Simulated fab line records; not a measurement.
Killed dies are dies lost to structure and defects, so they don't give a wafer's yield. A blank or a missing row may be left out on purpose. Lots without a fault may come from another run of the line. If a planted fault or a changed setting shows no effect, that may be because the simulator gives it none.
Split-lot study :: flow n5Finfet :: on a route of 1938 steps: 7 lots, 21 wafers read

## THE SPLIT ITSELF
At N5_BEOL_M4_COAT_67 (time 60 s, resist thk 60 nm), the setting spinRpm was moved away from the recipe's 1500 rpm on 8 of the 21 wafers read, by -8.3% to +10.9%. For the rest of the wafers, this setting stayed at what the recipe calls for.

## FROM THE SPLIT TO THE READING: what the file shows between them, 4 steps
- N5_BEOL_M4_COAT_68: time 60 s, resist thk 12 nm
- N5_BEOL_M4_COAT_76: time 60 s, resist thk 5 nm
- N5_BEOL_M4_ALD_98: deposits SiO2, target thk 2.5 nm, pulse time 1 s, co reactant pulse time 1 s
- N5_BEOL_M4_ETCHBACK_99: etches SiO2 in CHF3, target depth 5 nm, time 10.4 s

## THE READING
etch.depthNm (the simulator's own value, which no gauge read), in nm, at N5_BEOL_M4_ETCH_70 (etches SOC in N2/H2, target depth 80 nm, overetch 24 nm, time 130 s). There is no usual value for it anywhere in the file. Across the 13 wafers here that went through the recipe, the average is 59.93 nm and the standard deviation 0.14 nm.

wafer: L076.1
tool, chamber at the split: lithoTrack-01, 0
spinRpm as run, rpm: 1441
against the recipe: -3.9%
etch.depthNm, nm: 60.96
against lot-mates on the recipe: +1.21

wafer: L076.4
tool, chamber at the split: lithoTrack-01, 0
spinRpm as run, rpm: 1500
against the recipe: recipe
etch.depthNm, nm: 59.77
against lot-mates on the recipe: -

wafer: L076.5
tool, chamber at the split: lithoTrack-01, 0
spinRpm as run, rpm: 1500
against the recipe: recipe
etch.depthNm, nm: 59.73
against lot-mates on the recipe: -

wafer: L075.2
tool, chamber at the split: lithoTrack-04, 0
spinRpm as run, rpm: 1500
against the recipe: recipe
etch.depthNm, nm: 59.84
against lot-mates on the recipe: -

wafer: L075.3
tool, chamber at the split: lithoTrack-04, 0
spinRpm as run, rpm: 1500
against the recipe: recipe
etch.depthNm, nm: 60.09
against lot-mates on the recipe: -

wafer: L075.4
tool, chamber at the split: lithoTrack-04, 0
spinRpm as run, rpm: 1664
against the recipe: +10.9%
etch.depthNm, nm: 56.87
against lot-mates on the recipe: -3.10

wafer: L078.1
tool, chamber at the split: lithoTrack-05, 0
spinRpm as run, rpm: 1500
against the recipe: recipe
etch.depthNm, nm: 59.81
against lot-mates on the recipe: -

wafer: L078.4
tool, chamber at the split: lithoTrack-05, 0
spinRpm as run, rpm: 1500
against the recipe: recipe
etch.depthNm, nm: 59.98
against lot-mates on the recipe: -

wafer: L078.6
tool, chamber at the split: lithoTrack-05, 0
spinRpm as run, rpm: 1500
against the recipe: recipe
etch.depthNm, nm: 60.15
against lot-mates on the recipe: -

wafer: L084.1
tool, chamber at the split: lithoTrack-05, 0
spinRpm as run, rpm: 1500
against the recipe: recipe
etch.depthNm, nm: 59.98
against lot-mates on the recipe: -

wafer: L084.2
tool, chamber at the split: lithoTrack-05, 0
spinRpm as run, rpm: 1434
against the recipe: -4.4%
etch.depthNm, nm: 61.44
against lot-mates on the recipe: +1.46

wafer: L084.5
tool, chamber at the split: lithoTrack-05, 0
spinRpm as run, rpm: 1434
against the recipe: -4.4%
etch.depthNm, nm: 61.54
against lot-mates on the recipe: +1.56

wafer: L090.1
tool, chamber at the split: lithoTrack-01, 0
spinRpm as run, rpm: 1500
against the recipe: recipe
etch.depthNm, nm: 60.11
against lot-mates on the recipe: -

wafer: L090.2
tool, chamber at the split: lithoTrack-01, 0
spinRpm as run, rpm: 1571
against the recipe: +4.7%
etch.depthNm, nm: 58.51
against lot-mates on the recipe: -1.60

wafer: L090.4
tool, chamber at the split: lithoTrack-01, 0
spinRpm as run, rpm: 1571
against the recipe: +4.7%
etch.depthNm, nm: 58.63
against lot-mates on the recipe: -1.48

wafer: L094.1
tool, chamber at the split: lithoTrack-04, 0
spinRpm as run, rpm: 1500
against the recipe: recipe
etch.depthNm, nm: 60
against lot-mates on the recipe: -

wafer: L094.3
tool, chamber at the split: lithoTrack-04, 0
spinRpm as run, rpm: 1500
against the recipe: recipe
etch.depthNm, nm: 59.73
against lot-mates on the recipe: -

wafer: L094.5
tool, chamber at the split: lithoTrack-04, 0
spinRpm as run, rpm: 1375
against the recipe: -8.3%
etch.depthNm, nm: 62.51
against lot-mates on the recipe: +2.65

wafer: L095.1
tool, chamber at the split: lithoTrack-05, 0
spinRpm as run, rpm: 1500
against the recipe: recipe
etch.depthNm, nm: 59.91
against lot-mates on the recipe: -

wafer: L095.2
tool, chamber at the split: lithoTrack-05, 0
spinRpm as run, rpm: 1500
against the recipe: recipe
etch.depthNm, nm: 60.05
against lot-mates on the recipe: -

wafer: L095.6
tool, chamber at the split: lithoTrack-05, 0
spinRpm as run, rpm: 1655
against the recipe: +10.3%
etch.depthNm, nm: 57.3
against lot-mates on the recipe: -2.68

THE FIT
A straight line over all 21 wafers: etch.depthNm changes by -0.287 nm for each +1% of spinRpm; r = -0.99; the points scatter about the line by 0.17 nm.
The same after taking each lot's own level away (the mean of its wafers on the recipe; 21 wafers): -0.295 nm for each +1%; r = -0.99; scatter 0.15 nm.
That fit puts the effect of the largest move of spinRpm on the reading at 3.2 nm.
Across the lots, their own levels run from 59.750 to 60.110 nm, a range of 2.6 times the standard deviation given above.
So the lot-to-lot level changes the slope little: the two slopes agree.
Check: for one of the wafers moved furthest among these (+10.9%), held out of the fit, the line's prediction against its lot-mates is -3.23 nm. Against them it came out at -3.1 nm.

## THE OTHER SPLITS THESE WAFERS WENT THROUGH
These wafers also went through other splits before the reading. Each is held against what the fit with the lots' levels taken away leaves over:
other split on the same wafers: N5_BEOL_M3_ETCH_77 h2FlowSccm
wafers away from the commonest value: 10
r with etch.depthNm (lot level and that fit taken away): +0.18

other split on the same wafers: N5_BEOL_M4_ETCH_64 biasW
wafers away from the commonest value: 9
r with etch.depthNm (lot level and that fit taken away): -0.25

## THE WHOLE CHAIN: every reading that the file lists as answering this split, in the file's order
step: N5_BEOL_M4_COAT_67
what it does: time 60 s, resist thk 60 nm
reading: SOC_of_BEOL_M4_COAT_67.thkNm (the simulator's own value, which no gauge read)
change (the file's fit): -0.295 nm for each +1% of the setting
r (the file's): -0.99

step: N5_BEOL_M4_ETCH_70
what it does: etches SOC in N2/H2, target depth 80 nm, overetch 24 nm, time 130 s
reading: etch.depthNm (the simulator's own value, which no gauge read)
change (the file's fit): -0.29 nm for each +1% of the setting
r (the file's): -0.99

## THE FILE'S OWN FIT
etch.depthNm changes by -0.29 nm for each +1% of spinRpm, r = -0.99.
